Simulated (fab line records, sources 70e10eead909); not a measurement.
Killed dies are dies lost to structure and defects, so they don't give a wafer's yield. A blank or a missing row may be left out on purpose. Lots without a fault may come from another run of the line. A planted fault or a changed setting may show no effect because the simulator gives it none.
Chamber matching | flow nand_harc | NHARC_A_STAIRCASE_DESCUM_219 on rie_diel-06: 4 sister chambers
The step chemistry O2, time 3 s. 8 wafers are shown with their chamber, then 7 later ones without.

WAFERS WITH THEIR CHAMBER
wafer  | chamber | drypump_motor_current_A (A) | showerhead_plenum_p_Torr (Torr)
L119.3 | 0       | 5.8                         | 1.85
L133.4 | 2       | 5.8                         | 1.94
L133.6 | 1       | 6.5                         | 1.84
L134.3 | 1       | 6.5                         | 1.84
L134.4 | 3       | 5.6                         | 1.78
L134.5 | 3       | 5.5                         | 1.78
L135.1 | 2       | 5.8                         | 1.94
L135.2 | 0       | 5.8                         | 1.83

WAFERS WITHOUT THEIR CHAMBER
wafer  | drypump_motor_current_A (A) | showerhead_plenum_p_Torr (Torr)
L135.5 | 5.6                         | 1.77
L136.1 | 5.8                         | 1.83
L136.3 | 5.5                         | 1.77
L136.5 | 6.4                         | 1.83
L137.2 | 5.8                         | 1.94
L137.3 | 5.5                         | 1.77
L137.6 | 5.8                         | 1.83

WHICH CHAMBER EACH WENT THROUGH
wafer  | from the rows above | in truth
L135.5 | 3                   | 3
L136.1 | 0                   | 0
L136.3 | 3                   | 3
L136.5 | 1                   | 1
L137.2 | 2                   | 2
L137.3 | 3                   | 3
L137.6 | 0                   | 0
Placed correctly: 7 of 7. Can't be placed from these rows: 0. Placed wrongly: 0.
How it was worked out, from the rows above alone: a wafer's distance from a chamber is the root of the sum, over the readings, of the square of ((its reading less the chamber's mean) divided by the reading's scatter). The wafer belongs to the nearest chamber; if the next one is less than 2 further off, it can't be placed. A chamber's mean is the mean of its shown wafers. The scatter: the root of (the sum of the squares of (reading less its chamber's mean) over the shown wafers, divided by (wafers less chambers)).
